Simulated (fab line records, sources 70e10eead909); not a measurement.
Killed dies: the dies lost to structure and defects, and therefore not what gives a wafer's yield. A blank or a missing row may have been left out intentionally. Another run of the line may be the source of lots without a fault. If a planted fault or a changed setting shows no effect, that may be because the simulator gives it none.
Struck lot and sound lot, side by side / flow nand harc / 43 steps out of a route of 1159
Sound: the wafers L479.2, L479.4, L479.5. Struck: wafers L486.1, L486.5 (left out: L486.6, a lot-mate that was not struck); the cause follows at the end.
For every step that has rows: the tool of each side, followed by ch and its chambers, followed by its first start. Under that, the readings that differ: sound wafers / struck wafers / difference of the means / sigmas: that difference in standard deviations of wafers without a fault.
alike: same words and numbers on both sides, and readings whose means sit less than 2 such deviations apart. not compared: any withheld reading, any reading some wafer has no value for, any bound like >300 that may hide the same value, and any number with overlapping values for which the record gives no deviation.
Wherever a step has rows on one side only, a row that says differs or no value, or a row with sigmas, the two part there. Numbers that have no deviation but don't overlap get no sigmas and don't part them. Lack of a reading on every wafer of one side parts them only where that side has two or more wafers.

first, 4 steps without rows for these wafers: NHARC_A_CONTACT_EBR_65; NHARC_A_CONTACT_EXPOSE_66 (exposes mask A CC 2); NHARC_A_CONTACT_PEB_67 (peb time 65 s); NHARC_A_CONTACT_DEVELOP_68 (develop time 35 s).
NHARC_A_CONTACT_CD_MEAS_69: target cd 200 nm.
  sound on cd sem-02 ch 0, day 17 01:30; struck on cd sem-01 ch 0, day 19 06:13
  alike: cd nm
NHARC_A_CONTACT_OVL_MEAS_70:
  struck on overlay-01, day 19 06:19; sound on overlay-02, day 17 01:36
reading=overlay y nm (nm); sound=2.7 2.2 2.7; struck=-0.4 -1.1; difference=-3.3; sigmas=-3
  alike: overlay x nm
NHARC_A_CONTACT_INSPECT_71:
  struck on defect inspect-01, day 19 06:20; sound on defect inspect-01, day 17 01:38
  alike: raw defect count
then, 4 steps without rows for these wafers: NHARC_A_CONTACT_DESCUM_74 (chemistry O2, time 3 s); NHARC_A_CONTACT_ETCH_75 (etches the open film in CF4, target depth 39 nm, time 65 s); NHARC_A_CONTACT_ETCH_76 (etches the open film in N2/H2, target depth 260 nm, time 475.3 s); NHARC_A_CONTACT_ETCH_77 (etches the open film in CF4/CHF3, target depth 72.6 nm, time 36.3 s).
NHARC_A_CONTACT_ETCH_78: etches the open film in O2/COS, target depth 2800 nm, time 728 s.
  sound on rie diel-05 ch 0,2,3; struck on rie diel-13 ch 2,3
  alike: chamber pressure mTorr, drypump motor current A, oes product au, rf vpp V, showerhead plenum p Torr, throttle valve pct
  not compared: rf hours counter h
NHARC_A_CONTACT_ETCH_124: etches the open film in C4F8/O2/Ar, time 140 s, target depth 700 nm.
  sound on har cap etch-03 ch 0,1, day 17 02:50; struck on har cap etch-03 ch 0, day 19 07:40
  alike: chamber pressure mTorr
  not compared: rf hours counter h
then, 5 steps without rows for these wafers: NHARC_A_CONTACT_ETCH_125 (etches the open film in C4F8/O2/Ar, time 155 s, target depth 956 nm); NHARC_A_CONTACT_ETCH_126 (etches the open film in C4F8/O2/Ar, time 155 s, target depth 956 nm); NHARC_A_CONTACT_ETCH_127 (etches the open film in C4F8/O2/Ar, time 155 s, target depth 956 nm); NHARC_A_CONTACT_ETCH_128 (etches the open film in C4F8/O2/Ar, time 155 s, target depth 956 nm); NHARC_A_CONTACT_ETCH_129 (etches the open film in C4F8/O2/Ar, time 155 s, target depth 956 nm).
NHARC_A_CONTACT_ETCH_130: etches the open film in C4F8/O2/Ar, time 155 s, target depth 956 nm.
  sound on har cap etch-03 ch 0,1, day 17 03:45; struck on har cap etch-03 ch 0, day 19 08:34
  alike: chamber pressure mTorr
  not compared: rf hours counter h
then, 1 step without rows for these wafers: NHARC_A_CONTACT_ETCH_131 (etches the open film in C4F8/O2/Ar, time 155 s, target depth 956 nm).
NHARC_A_CONTACT_ETCH_132: etches the open film in C4F8/O2/Ar, time 156 s, target depth 958 nm.
  sound on har cap etch-03 ch 0,1, day 17 04:02; struck on har cap etch-03 ch 0, day 19 08:51
  alike: chamber pressure mTorr
  not compared: rf hours counter h
then, 1 step without rows for these wafers: NHARC_A_CONTACT_ETCH_133 (etches the open film in C4F8/O2/Ar, time 195 s, target depth 840 nm).
NHARC_A_CONTACT_ETCH_91: etches the open film in CH3F/O2, target depth 40 nm, time 85.7 s.
  sound on rie diel-03 ch 2,3, day 17 04:44; struck on rie diel-05 ch 0,3, day 19 09:32
  alike: chamber pressure mTorr, drypump motor current A, oes product au, rf vpp V, showerhead plenum p Torr, throttle valve pct
  not compared: rf hours counter h
then, 1 step without rows for these wafers: NHARC_A_CONTACT_ETCH_97 (etches the open film in C4F6/O2, target depth 20 nm, time 10 s).
NHARC_A_CONTACT_CD_MEAS_80:
  struck on cd sem-01, day 19 09:44; sound on cd sem-02, day 17 04:58
  alike: cd nm
then, 6 steps without rows for these wafers: NHARC_A_CONTACT_STRIP_103 (strips in N2/H2); NHARC_A_CONTACT_STRIP_104 (strips in CF4/CHF3); NHARC_A_CONTACT_STRIP_105 (strips in O2/COS); NHARC_A_CONTACT_ETCH_106 (etches the open film in CF4/O2, target depth 60 nm, overetch 6 nm, time 33 s); NHARC_A_CONTACT_STRIP_82 (strips in O2); NHARC_A_CONTACT_STRIP_83 (strips in post etch residue remover, time 600 s).
NHARC_A_CONTACT_DEP_84: deposits aC, target thk 2000 nm.
  sound on acl dep-03 ch 0, day 17 07:16; struck on acl dep-01 ch 0, day 19 10:42
  alike: throttle valve pct
then, 10 steps without rows for these wafers: NHARC_A_CONTACT_DEP_85 (deposits SiON, target thk 50 nm); NHARC_A_CONTACT_DEHYDRATE_00 (time 120 s); NHARC_A_CONTACT_HMDS_01 (time 30 s); NHARC_A_CONTACT_COAT_86 (time 75 s); NHARC_A_CONTACT_COAT_87 (time 65 s); NHARC_A_CONTACT_COAT_02 (resist thk 90 nm); NHARC_A_CONTACT_SOFTBAKE_03 (time 55 s); NHARC_A_CONTACT_EBR_04; NHARC_A_CONTACT_EXPOSE_05 (exposes mask A CC); NHARC_A_CONTACT_PEB_06 (peb time 65 s).
-- jump in the record: it breaks off in module A_CONTACT and resumes in module END (first step shown: number 1159 of the route), and 2 days separate the struck wafers' starts before and after --
NHARC_END_SORT_01:
  the record has rows for the struck wafers here (prober-02 ch 0, day 21 17:51) and none for the sound ones

WHERE THEY PART
Last at NHARC_END_SORT_01 as far as this record goes, first at NHARC_A_CONTACT_OVL_MEAS_70.

WHY: whatever the simulator had introduced
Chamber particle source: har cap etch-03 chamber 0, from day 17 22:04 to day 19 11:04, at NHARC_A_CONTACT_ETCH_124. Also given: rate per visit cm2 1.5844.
